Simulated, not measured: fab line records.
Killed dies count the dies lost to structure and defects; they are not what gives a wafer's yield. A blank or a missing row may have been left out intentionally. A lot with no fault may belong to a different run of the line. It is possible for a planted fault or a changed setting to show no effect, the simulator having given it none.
fab line records + flow n5_finfet
record
- lots=9
- wafers=26
- last_day=18
route steps=1938 shown GATE_CUT@511 MOL_CONTACT_COAG@535 BEOL_M4@1111
lots that met no fault: taken from a fault-free run of the same line
start_h: start of the lot's first displayed wafer, in hours after the record's first day + wait_h: hours elapsed since this lot's preceding step + " same as the row above + L1.1+2: a single row standing in for several wafers + - value missing, or start not given + * or withheld: withheld + < > ~ a bound
route shown NAME@n: a module of which the file shows steps, and the number in the route of the first + usual: mean/standard deviation of fault-free wafers + same: alike in all rows + chamber/n: place in a boat + sites: per-site readings + _std_site: how widely they spread, as a standard deviation + _edge_site: outer sites' mean less inner sites' + radius_mm: for every site, how far away it sits from the centre of the wafer + mask NAME#n: copy n + behind: tool/chamber where the wafer was last shaped + hold: cause of the lot's hold/its duration in hours/its outcome + device: the n, p or np transistor that did not switch + end of line: the route-end tests of the same wafers + a step without rows: its recipe alone + killed: the dies lost at the first sort to structure and to defects; this is not the yield of the wafer + map: a wafer's dies, x killed, . not, _ none there
set.NAME: setting as actually run; set.NAME@STEP: the setting as run at that earlier step + model.NAME: the simulator's own value behind a step, which no gauge read
steps of the route over a sample of lots; a table a step, a row a wafer
services: from which hour (start_h, from the record's first day; less than 0 if before it) a tool's chamber was out of use, for how many hours, and why
## steps
# step N5_GATE_CUT_CMP_23
# recipe
- stop_on=SiO2
- t_overpolish_s=23.4
- post_cmp_clean=alkaline_brush
- down_force_psi=2.5
- platen_rpm=51.8
- pad_velocity_m_s=1.0307
- target_thk_nm=16
# usual
- motor_current_A=8.9/1
- overpolish_run_s=23.400/0.0091
- time_to_endpoint_s=19.9/2.5
| lot.wafer | tool   | chamber | start_h | wait_h | motor_current_A | overpolish_run_s | time_to_endpoint_s |
|-----------|--------|---------|---------|--------|-----------------|------------------|--------------------|
| L900.1    | cmp-03 | 3       | 90.84   | 0.8    | 9.2             | 23.411           | 16.5               |
| L900.3    | "      | 0       | "       | "      | 10.1            | 23.414           | 19.4               |
| L900.6    | "      | 3       | "       | "      | 9.2             | 23.404           | 16.8               |
| L901.1    | cmp-04 | 2       | 99.41   | 0.8    | 9.9             | 23.400           | 21.2               |
| L901.4    | "      | 3       | "       | "      | 7.3             | 23.393           | 24.5               |
| L901.5    | "      | 0       | "       | "      | 7.5             | 23.399           | 20.1               |
| L902.2    | cmp-04 | 0       | 113.27  | 0.8    | 7.3             | 23.405           | 18.7               |
| L902.3    | "      | 1       | "       | "      | 10.1            | 23.393           | 16.8               |
| L902.6    | "      | 2       | "       | "      | 10.0            | 23.418           | 19.4               |
| L908.3    | cmp-04 | 2       | 138.45  | 0.8    | 9.6             | 23.403           | 19.3               |
| L908.6    | "      | 2       | "       | "      | 10.2            | 23.406           | 18.7               |
| L914.1    | cmp-01 | 0       | 169.51  | 0.8    | 8.7             | 23.383           | 24.4               |
| L914.6    | "      | 0       | "       | "      | 9.7             | 23.398           | 24.0               |
| L914.5    | "      | 1       | "       | "      | 8.1             | 23.404           | 21.5               |
| L919.4    | cmp-04 | 2       | 204.35  | 0.8    | 10.2            | 23.406           | 21.4               |
| L919.1    | "      | 3       | "       | "      | 7.6             | 23.393           | 23.7               |
| L919.3    | "      | 1       | "       | "      | 9.8             | 23.385           | 20.1               |
| L920.1    | cmp-03 | 2       | 214.96  | 0.8    | 9.1             | 23.399           | 15.7               |
| L920.3    | "      | 1       | "       | "      | 9.9             | 23.416           | 18.4               |
| L920.6    | "      | 3       | "       | "      | 8.5             | 23.404           | 19.3               |
| L922.1    | cmp-03 | 2       | 220.48  | 0.8    | 9.8             | 23.394           | 18.2               |
| L922.4    | "      | 0       | "       | "      | 10.4            | 23.388           | 18.2               |
| L922.5    | "      | 2       | "       | "      | 9.7             | 23.390           | 16.9               |
| L923.1    | cmp-01 | 1       | 225.32  | 0.8    | 8.2             | 23.412           | 21.0               |
| L923.4    | "      | 2       | "       | "      | 8.9             | 23.399           | 17.7               |
| L923.6    | "      | 0       | "       | "      | 8.9             | 23.395           | 23.4               |
# step N5_MOL_CONTACT_COAG_CONTACT_ETCH_14
# recipe
- chemistry=C4F6/O2
- target=SiO2
- target_depth_a=275
- overetch_a=85
- mask_material=SOC
- pressure_mtorr=30
- source_w=370
- bias_w=185
- Ar_flow_sccm=300
- C4F6_flow_sccm=16
- O2_flow_sccm=10
- time_s=20
- ion_energy_ev=259.6
# usual
- drypump_motor_current_A=5.7/0.44
- oes_f_703_au=0.74/0.053
- oes_product_au=0.63/0.047
- rf_vpp_V=692/4
- run_length_s=43.3/0.5
- showerhead_plenum_p_Torr=2.87/0.11
- throttle_valve_pct=21.34/0.16
| lot.wafer | tool        | chamber | start_h | wait_h | drypump_motor_current_A | oes_f_703_au | oes_product_au | rf_hours_counter_h | rf_vpp_V | run_length_s | showerhead_plenum_p_Torr | throttle_valve_pct |
|-----------|-------------|---------|---------|--------|-------------------------|--------------|----------------|--------------------|----------|--------------|--------------------------|--------------------|
| L900.1    | rie_diel-05 | 1       | 92.83   | 0.0    | 6.6                     | 0.70         | 0.58           | 234                | 687      | 42.7         | 2.75                     | 21.72              |
| L900.3    | "           | 2       | "       | "      | 5.5                     | 0.71         | 0.60           | 211                | 687      | 43.0         | 2.76                     | 21.36              |
| L900.6    | "           | 2       | "       | "      | 5.5                     | 0.70         | 0.60           | -                  | 687      | 43.2         | 2.76                     | 21.34              |
| L901.1    | rie_diel-01 | 2       | 100.98  | 0.0    | 6.4                     | 0.71         | 0.60           | 203                | 696      | 43.0         | 2.96                     | 21.16              |
| L901.4    | "           | 3       | "       | "      | 5.3                     | 0.73         | 0.63           | 189                | 692      | 43.7         | 2.87                     | 21.25              |
| L901.5    | "           | 3       | "       | "      | 5.3                     | 0.73         | 0.63           | -                  | 691      | 43.9         | 2.87                     | 21.24              |
| L902.2    | rie_diel-01 | 3       | 114.88  | 0.0    | 5.3                     | 0.73         | 0.62           | 194                | 692      | 44.0         | 2.87                     | 21.27              |
| L902.3    | "           | 0       | "       | "      | 5.5                     | 0.82         | 0.71           | 57                 | 693      | 43.6         | 2.92                     | 21.02              |
| L902.6    | "           | 2       | "       | "      | 6.3                     | 0.71         | 0.59           | -                  | 694      | 43.4         | 2.96                     | 21.18              |
| L908.3    | rie_diel-01 | 0       | 140.06  | 0.0    | 5.4                     | 0.82         | 0.80           | 66                 | 695      | 39.8         | 2.92                     | 21.09              |
| L908.6    | "           | 3       | "       | "      | 5.3                     | 0.72         | 0.72           | -                  | 693      | 40.6         | 2.87                     | 21.32              |
| L914.1    | rie_diel-06 | 2       | 171.15  | 0.0    | 5.6                     | 0.72         | 0.60           | 209                | 687      | 43.4         | 2.73                     | 21.22              |
| L914.5    | "           | 0       | "       | "      | 6.0                     | 0.75         | 0.66           | -                  | 697      | 42.2         | 2.99                     | 21.25              |
| L914.6    | "           | 1       | "       | "      | 5.7                     | 0.73         | 0.61           | -                  | 692      | 43.7         | 2.86                     | 21.66              |
| L919.1    | rie_diel-06 | 3       | 206.27  | 0.0    | 5.8                     | 0.76         | 0.67           | 138                | 695      | 43.9         | 3.00                     | 21.33              |
| L919.3    | "           | 0       | "       | "      | 6.0                     | 0.75         | 0.65           | 153                | 697      | 42.3         | 2.98                     | 21.26              |
| L919.4    | "           | 2       | "       | "      | 5.6                     | 0.72         | 0.59           | 222                | 688      | 42.7         | 2.72                     | 21.23              |
| L920.1    | rie_diel-05 | 1       | 217.25  | 0.0    | 6.6                     | 0.95         | 0.78           | 26                 | 698      | 42.7         | 3.07                     | 21.46              |
| L920.3    | "           | 0       | "       | "      | 5.3                     | 0.73         | 0.63           | 172                | 685      | 43.5         | 2.65                     | 21.55              |
| L920.6    | "           | 1       | "       | "      | 6.6                     | 0.94         | 0.78           | -                  | 699      | 42.7         | 3.07                     | 21.46              |
| L922.1    | rie_diel-01 | 1       | 222.09  | 0.0    | 6.1                     | 0.70         | 0.61           | 211                | 692      | 44.0         | 2.84                     | 21.47              |
| L922.4    | "           | 2       | "       | "      | 6.4                     | 0.68         | 0.57           | 246                | 694      | 42.8         | 2.94                     | 21.23              |
| L922.5    | "           | 0       | "       | "      | 5.4                     | 0.78         | 0.67           | -                  | 693      | 43.7         | 2.90                     | 21.09              |
| L923.1    | rie_diel-06 | 0       | 226.93  | 0.0    | 6.0                     | 0.75         | 0.65           | 161                | 697      | 42.2         | 2.98                     | 21.27              |
| L923.4    | "           | 0       | "       | "      | 6.0                     | 0.74         | 0.64           | -                  | 697      | 42.7         | 2.98                     | 21.28              |
| L923.6    | "           | 2       | "       | "      | 5.6                     | 0.71         | 0.59           | -                  | 686      | 42.9         | 2.72                     | 21.25              |
# step N5_MOL_CONTACT_COAG_ETCH_110
# recipe
- chemistry=CF4/O2
- target=Si
- target_depth_a=25
- time_s=8
- pressure_mtorr=100
- source_w=200
- bias_w=12
- ion_energy_ev=60
- Ar_flow_sccm=100
- cf4_flow_sccm=100
- O2_flow_sccm=10
# usual
- cf4_flow_sccm=100.0/0.32
- drypump_motor_current_A=5.7/0.44
- oes_f_703_au=0.74/0.052
- oes_product_au=0.74/0.057
- rf_vpp_V=127.0/2.1
- showerhead_plenum_p_Torr=2.21/0.087
- throttle_valve_pct=10.88/0.18
| lot.wafer | tool        | chamber | start_h | wait_h | cf4_flow_sccm | drypump_motor_current_A | oes_f_703_au | oes_product_au | rf_hours_counter_h | rf_vpp_V | showerhead_plenum_p_Torr | throttle_valve_pct |
|-----------|-------------|---------|---------|--------|---------------|-------------------------|--------------|----------------|--------------------|----------|--------------------------|--------------------|
| L900.1    | rie_diel-05 | 1       | 92.92   | 0.0    | 99.8          | 6.6                     | 0.70         | 0.69           | 234                | 125.4    | 2.12                     | 11.26              |
| L900.3    | "           | 2       | "       | "      | 100.0         | 5.5                     | 0.70         | 0.70           | 211                | 128.5    | 2.12                     | 10.88              |
| L900.6    | "           | 2       | "       | "      | 99.7          | 5.4                     | 0.70         | 0.70           | -                  | 129.6    | 2.12                     | 10.87              |
| L901.1    | rie_diel-01 | 2       | 101.07  | 0.0    | 100.0         | 6.3                     | 0.72         | 0.70           | 203                | 127.4    | 2.28                     | 10.82              |
| L901.4    | "           | 3       | "       | "      | 100.2         | 5.3                     | 0.73         | 0.73           | 189                | 127.8    | 2.21                     | 10.81              |
| L901.5    | "           | 3       | "       | "      | 99.9          | 5.3                     | 0.74         | 0.73           | -                  | 129.1    | 2.21                     | 10.82              |
| L902.2    | rie_diel-01 | 3       | 114.98  | 0.0    | 99.9          | 5.3                     | 0.73         | 0.74           | 194                | 129.3    | 2.21                     | 10.84              |
| L902.3    | "           | 0       | "       | "      | 99.6          | 5.4                     | 0.82         | 0.82           | 57                 | 125.9    | 2.25                     | 10.41              |
| L902.6    | "           | 2       | "       | "      | 100.3         | 6.3                     | 0.72         | 0.71           | -                  | 127.7    | 2.28                     | 10.85              |
| L908.3    | rie_diel-01 | 0       | 140.15  | 0.0    | 100.0         | 5.5                     | 0.81         | 0.81           | 66                 | 125.5    | 2.25                     | 10.45              |
| L908.6    | "           | 3       | "       | "      | 99.5          | 5.3                     | 0.73         | 0.72           | -                  | 128.9    | 2.21                     | 10.86              |
| L914.1    | rie_diel-06 | 2       | 171.24  | 0.0    | 99.5          | 5.6                     | 0.73         | 0.71           | 209                | 126.4    | 2.12                     | 10.90              |
| L914.5    | "           | 0       | "       | "      | 100.1         | 6.0                     | 0.75         | 0.75           | -                  | 126.7    | 2.31                     | 10.73              |
| L914.6    | "           | 1       | "       | "      | 99.8          | 5.8                     | 0.73         | 0.72           | -                  | 128.5    | 2.21                     | 11.21              |
| L919.1    | rie_diel-06 | 3       | 206.36  | 0.0    | 100.1         | 5.7                     | 0.76         | 0.78           | 138                | 131.0    | 2.32                     | 10.84              |
| L919.3    | "           | 0       | "       | "      | 99.7          | 6.0                     | 0.74         | 0.74           | 153                | 125.2    | 2.30                     | 10.77              |
| L919.4    | "           | 2       | "       | "      | 99.8          | 5.6                     | 0.72         | 0.70           | 222                | 128.2    | 2.11                     | 10.94              |
| L920.1    | rie_diel-05 | 1       | 217.35  | 0.0    | 100.3         | 6.6                     | 0.94         | 0.94           | 26                 | 128.1    | 2.37                     | 10.65              |
| L920.3    | "           | 0       | "       | "      | 99.8          | 5.3                     | 0.73         | 0.74           | 172                | 124.6    | 2.05                     | 11.02              |
| L920.6    | "           | 1       | "       | "      | 100.4         | 6.6                     | 0.94         | 0.94           | -                  | 125.2    | 2.37                     | 10.66              |
| L922.1    | rie_diel-01 | 1       | 222.19  | 0.0    | 100.0         | 6.1                     | 0.70         | 0.70           | 211                | 123.8    | 2.21                     | 11.15              |
| L922.4    | "           | 2       | "       | "      | 99.6          | 6.3                     | 0.69         | 0.68           | 246                | 126.8    | 2.27                     | 10.96              |
| L922.5    | "           | 0       | "       | "      | 99.6          | 5.5                     | 0.77         | 0.79           | -                  | 126.3    | 2.24                     | 10.54              |
| L923.1    | rie_diel-06 | 0       | 227.02  | 0.0    | 99.8          | 6.0                     | 0.73         | 0.74           | 161                | 126.3    | 2.30                     | 10.80              |
| L923.4    | "           | 0       | "       | "      | 100.3         | 6.0                     | 0.74         | 0.74           | -                  | 126.9    | 2.30                     | 10.80              |
| L923.6    | "           | 2       | "       | "      | 99.9          | 5.6                     | 0.72         | 0.70           | -                  | 127.3    | 2.11                     | 10.97              |
# step N5_MOL_CONTACT_COAG_CD_MEAS_99
# recipe
- target_cd_nm=17.2
- polarity=opening
# usual
- cd_nm=17.1/0.34
| lot.wafer | tool      | chamber | start_h | wait_h | cd_nm |
|-----------|-----------|---------|---------|--------|-------|
| L900.1    | cd_sem-01 | -       | 93.04   | -      | 17.4  |
| L900.3    | "         | -       | "       | "      | 17.4  |
| L900.6    | "         | -       | "       | "      | 17.5  |
| L901.1    | cd_sem-02 | -       | 101.19  | -      | 17.1  |
| L901.4    | "         | -       | "       | "      | 17.1  |
| L901.5    | "         | -       | "       | "      | 17.0  |
| L902.2    | cd_sem-03 | -       | 115.10  | -      | 17.5  |
| L902.3    | "         | -       | "       | "      | 17.1  |
| L902.6    | "         | -       | "       | "      | 17.2  |
| L908.3    | cd_sem-01 | -       | 140.27  | -      | 17.1  |
| L908.6    | "         | -       | "       | "      | 17.0  |
| L914.1    | cd_sem-03 | -       | 171.36  | -      | 17.1  |
| L914.5    | "         | -       | "       | "      | 17.1  |
| L914.6    | "         | -       | "       | "      | 18.0  |
| L919.1    | cd_sem-02 | -       | 206.48  | -      | 17.2  |
| L919.3    | "         | -       | "       | "      | 17.5  |
| L919.4    | "         | -       | "       | "      | 17.0  |
| L920.1    | cd_sem-03 | -       | 217.47  | -      | 17.5  |
| L920.3    | "         | -       | "       | "      | 17.4  |
| L920.6    | "         | -       | "       | "      | 17.5  |
| L922.1    | cd_sem-03 | -       | 222.31  | -      | 17.6  |
| L922.4    | "         | -       | "       | "      | 17.9  |
| L922.5    | "         | -       | "       | "      | 17.2  |
| L923.1    | cd_sem-02 | -       | 227.14  | -      | 17.3  |
| L923.4    | "         | -       | "       | "      | 17.3  |
| L923.6    | "         | -       | "       | "      | 16.9  |
# step N5_BEOL_M4_RC_MEAS_101
# usual
- DIBL_N=35.9/1.4
- DIBL_P=35.9/1.7
- IOFF_N=0.160/0.026
- IOFF_P=0.21/0.036
- ION_N=672/11
- ION_P=461/8.1
- RC_DENSE_N=19.1/0.51
- RC_DENSE_P=23.9/0.64
- RC_N=15.6/0.41
- RC_P=19.5/0.51
- REXT_N=75.3/1.6
- REXT_P=101.0/2.3
- SS_N=71.4/0.54
- SS_P=73.2/0.67
- VT_N=249.3/2.7
- VT_P=-250/3.9
| lot.wafer | tool      | chamber | start_h | wait_h | DIBL_N[mV/V] | DIBL_P[mV/V] | IOFF_N[nA/um] | IOFF_P[nA/um] | ION_N[uA/um] | ION_P[uA/um] | RC_DENSE_N[ohm.um] | RC_DENSE_P[ohm.um] | RC_N[ohm.um] | RC_P[ohm.um] | REXT_N[ohm.um] | REXT_P[ohm.um] | SS_N[mV/dec] | SS_P[mV/dec] | VT_N[mV] | VT_P[mV] |
|-----------|-----------|---------|---------|--------|--------------|--------------|---------------|---------------|--------------|--------------|--------------------|--------------------|--------------|--------------|----------------|----------------|--------------|--------------|----------|----------|
| L900.1    | prober-01 | 0       | 161.63  | 0.0    | 35.5         | 35.6         | 0.172         | 0.26          | 685          | 473          | 18.9               | 23.7               | 15.5         | 19.3         | 74.8           | 102.4          | 71.3         | 73.5         | 250.0    | -243     |
| L900.3    | "         | 0       | "       | "      | 34.1         | 33.7         | 0.148         | 0.23          | 678          | 478          | 19.1               | 24.4               | 15.8         | 19.7         | 74.6           | 103.5          | 71.3         | 73.0         | 248.9    | -246     |
| L900.6    | "         | 0       | "       | "      | 34.8         | 34.4         | 0.159         | 0.24          | 681          | 474          | 18.3               | 23.4               | 15.0         | 19.0         | 73.3           | 102.0          | 71.0         | 72.9         | 248.9    | -244     |
| L901.1    | prober-01 | 0       | 172.90  | 0.0    | 34.3         | 33.6         | 0.129         | 0.19          | 660          | 462          | 19.0               | 23.8               | 15.6         | 19.7         | 75.4           | 101.1          | 71.6         | 72.8         | 250.5    | -248     |
| L901.4    | "         | 0       | "       | "      | 38.8         | 39.7         | 0.233         | 0.29          | 687          | 468          | 18.8               | 23.8               | 15.4         | 19.4         | 76.1           | 102.1          | 72.8         | 74.8         | 243.2    | -244     |
| L901.5    | "         | 0       | "       | "      | 36.5         | 35.2         | 0.155         | 0.22          | 672          | 457          | 19.4               | 24.3               | 15.7         | 19.8         | 75.4           | 102.1          | 72.1         | 73.3         | 251.0    | -247     |
| L902.2    | prober-01 | 0       | 192.44  | 0.2    | 34.8         | 34.6         | 0.127         | 0.20          | 660          | 460          | 18.7               | 23.3               | 15.3         | 18.9         | 75.0           | 100.5          | 71.4         | 71.7         | 253.8    | -248     |
| L902.3    | "         | 0       | "       | "      | 36.4         | 37.3         | 0.172         | 0.26          | 683          | 474          | 19.1               | 23.6               | 15.5         | 19.3         | 75.8           | 99.1           | 71.5         | 73.3         | 250.2    | -246     |
| L902.6    | "         | 0       | "       | "      | 32.5         | 32.9         | 0.114         | 0.19          | 669          | 470          | 19.0               | 23.4               | 15.3         | 19.1         | 74.5           | 100.2          | 70.7         | 72.3         | 250.5    | -247     |
| L908.3    | prober-02 | 0       | 222.85  | 0.3    | 34.8         | 35.2         | 0.132         | 0.16          | 662          | 450          | 26.9               | 34.0               | 21.7         | 27.5         | 85.8           | 111.5          | 71.3         | 73.0         | 249.8    | -256     |
| L908.6    | "         | 0       | "       | "      | 36.5         | 36.9         | 0.172         | 0.20          | 670          | 459          | 24.9               | 31.3               | 20.2         | 25.5         | 84.1           | 109.7          | 70.6         | 73.3         | 248.2    | -251     |
| L914.1    | prober-01 | 0       | 254.42  | 0.0    | 35.7         | 36.0         | 0.171         | 0.24          | 692          | 476          | 18.7               | 23.0               | 15.2         | 18.6         | 73.2           | 97.1           | 71.6         | 72.6         | 245.1    | -247     |
| L914.5    | "         | 0       | "       | "      | 35.4         | 35.7         | 0.163         | 0.23          | 673          | 466          | 18.6               | 23.0               | 15.0         | 18.8         | 73.6           | 98.8           | 71.1         | 72.9         | 247.9    | -244     |
| L914.6    | "         | 0       | "       | "      | 36.0         | 36.0         | 0.169         | 0.24          | 684          | 470          | 18.4               | 23.0               | 14.9         | 18.7         | 73.4           | 97.9           | 72.0         | 72.7         | 247.9    | -246     |
| L919.1    | prober-01 | 0       | 288.39  | 0.0    | 35.5         | 35.9         | 0.162         | 0.25          | 663          | 465          | 18.3               | 22.9               | 14.8         | 18.7         | 73.4           | 101.5          | 72.1         | 72.7         | 249.5    | -243     |
| L919.3    | "         | 0       | "       | "      | 37.5         | 38.4         | 0.193         | 0.28          | 680          | 472          | 18.3               | 23.0               | 14.9         | 18.8         | 72.4           | 101.0          | 72.4         | 74.2         | 248.3    | -244     |
| L919.4    | "         | 0       | "       | "      | 35.4         | 35.7         | 0.156         | 0.24          | 667          | 462          | 19.0               | 24.0               | 15.4         | 19.2         | 73.4           | 101.7          | 71.2         | 72.8         | 249.9    | -248     |
| L920.1    | prober-02 | 0       | 309.35  | 0.0    | 36.1         | 34.4         | 0.142         | 0.15          | 664          | 450          | 18.8               | 23.5               | 15.4         | 19.4         | 75.7           | 101.2          | 70.9         | 72.8         | 249.5    | -258     |
| L920.3    | "         | 0       | "       | "      | 37.1         | 36.0         | 0.142         | 0.17          | 643          | 441          | 18.9               | 23.8               | 15.4         | 19.4         | 76.3           | 102.2          | 71.9         | 73.1         | 253.3    | -254     |
| L920.6    | "         | 0       | "       | "      | 37.0         | 36.6         | 0.158         | 0.18          | 674          | 450          | 18.6               | 23.5               | 15.2         | 19.0         | 75.2           | 102.8          | 71.8         | 73.2         | 248.2    | -255     |
| L922.1    | prober-01 | 0       | 309.69  | 0.0    | 36.2         | 37.0         | 0.186         | 0.23          | 670          | 458          | 18.5               | 23.1               | 15.2         | 18.8         | 75.3           | 95.9           | 72.1         | 73.9         | 245.1    | -248     |
| L922.4    | "         | 0       | "       | "      | 35.4         | 37.1         | 0.171         | 0.22          | 690          | 465          | 18.7               | 23.5               | 15.3         | 18.9         | 75.2           | 97.5           | 71.6         | 74.4         | 248.0    | -250     |
| L922.5    | "         | 0       | "       | "      | 34.2         | 34.5         | 0.136         | 0.18          | 660          | 451          | 19.2               | 24.1               | 15.8         | 19.5         | 76.4           | 98.0           | 71.1         | 72.8         | 251.7    | -253     |
| L923.1    | prober-02 | 0       | 316.26  | 0.0    | 36.1         | 36.2         | 0.149         | 0.18          | 665          | 456          | 18.6               | 23.2               | 15.2         | 18.9         | 74.6           | 100.4          | 71.0         | 72.9         | 252.6    | -253     |
| L923.4    | "         | 0       | "       | "      | 35.0         | 35.4         | 0.136         | 0.17          | 678          | 459          | 18.6               | 23.1               | 15.1         | 19.0         | 74.2           | 100.5          | 70.9         | 73.7         | 253.1    | -255     |
| L923.6    | "         | 0       | "       | "      | 38.2         | 39.4         | 0.190         | 0.24          | 675          | 462          | 19.2               | 23.6               | 15.7         | 19.5         | 75.8           | 101.8          | 71.5         | 74.2         | 249.5    | -248     |
## services
| tool        | chamber | start_h | hours | kind                          |
|-------------|---------|---------|-------|-------------------------------|
| cmp-01      | -       | 76.65   | 2.6   | repair                        |
| cmp-01      | -       | 107.01  | 4.6   | pm                            |
| cmp-01      | -       | 118.11  | 4.1   | repair                        |
| rie_diel-06 | 2       | 130.51  | 8.3   | repair                        |
| rie_diel-05 | 1       | 139.24  | -     | clean                         |
| rie_diel-05 | 1       | 139.24  | -     | consumable_replace:focus_ring |
| rie_diel-05 | 1       | 139.24  | -     | consumable_replace:showerhead |
| rie_diel-05 | 1       | 139.24  | 12.1  | scheduled_down                |
| rie_diel-05 | 1       | 139.24  | 12.1  | vent_cycle                    |
| cmp-04      | -       | 158.07  | 4.0   | pm                            |
| rie_diel-06 | 3       | 159.99  | 6.8   | repair                        |
| cmp-04      | -       | 163.54  | 6.9   | pm                            |
| cmp-04      | -       | 182.52  | 2.2   | repair                        |
| cmp-04      | -       | 190.31  | 1.1   | repair                        |
| cmp-03      | -       | 196.14  | 5.3   | pm                            |
| cmp-01      | -       | 197.77  | 4.0   | pm                            |
| rie_diel-05 | 2       | 204.27  | -     | clean                         |
| rie_diel-06 | 1       | 211.69  | -     | clean                         |
| rie_diel-06 | 1       | 211.69  | -     | consumable_replace:focus_ring |
| rie_diel-06 | 1       | 211.69  | 15.6  | scheduled_down                |
| rie_diel-06 | 1       | 211.69  | 15.6  | vent_cycle                    |
| cmp-04      | -       | 212.95  | 18.4  | pm                            |
| rie_diel-05 | 1       | 221.26  | 6.6   | repair                        |
| cmp-03      | -       | 224.34  | 1.3   | repair                        |
## key
first_sign
- step=N5_MOL_CONTACT_COAG_CONTACT_ETCH_14
- reading=run_length_s
- direction=down
- sigmas=6.3
- usual=*
- struck=*
effect
- step=N5_MOL_CONTACT_COAG_CONTACT_ETCH_14
- reading=oes_product_au
- direction=up
- sigmas=2.7
- usual=0.63
- struck=0.76
effect
- step=N5_BEOL_M4_RC_MEAS_101
- reading=RC_P
- direction=up
- sigmas=14
- usual=19.5
- struck=26.5
effect
- step=N5_BEOL_M4_RC_MEAS_101
- reading=RC_DENSE_P
- direction=up
- sigmas=14
- usual=23.9
- struck=32.6
effect
- step=N5_BEOL_M4_RC_MEAS_101
- reading=RC_DENSE_N
- direction=up
- sigmas=13
- usual=19.1
- struck=25.9
effect
- step=N5_BEOL_M4_RC_MEAS_101
- reading=RC_N
- direction=up
- sigmas=13
- usual=15.6
- struck=20.9
effect
- step=N5_BEOL_M4_RC_MEAS_101
- reading=REXT_N
- direction=up
- sigmas=6
- usual=75.3
- struck=85.0
effect
- step=N5_BEOL_M4_RC_MEAS_101
- reading=REXT_P
- direction=up
- sigmas=4.1
- usual=101.0
- struck=110.6
met_at N5_MOL_CONTACT_COAG_CONTACT_ETCH_14
struck_lots L908
struck_wafers L908.3,L908.6
not_acting_at N5_GATE_CUT_CMP_23,N5_MOL_CONTACT_COAG_ETCH_110,N5_MOL_CONTACT_COAG_CD_MEAS_99
onset_between 114.88 140.06
fault
- kind=process_parameter_drift
- tool=rie_diel-01
- chamber=-
- onset_h=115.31
- steps=N5_MOL_CONTACT_COAG_CONTACT_ETCH_14
- channel=time_s
- offset=*
- shape=step
- end_h=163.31
- scope=struck_wafers_only
- acts_in=*
- stated=*
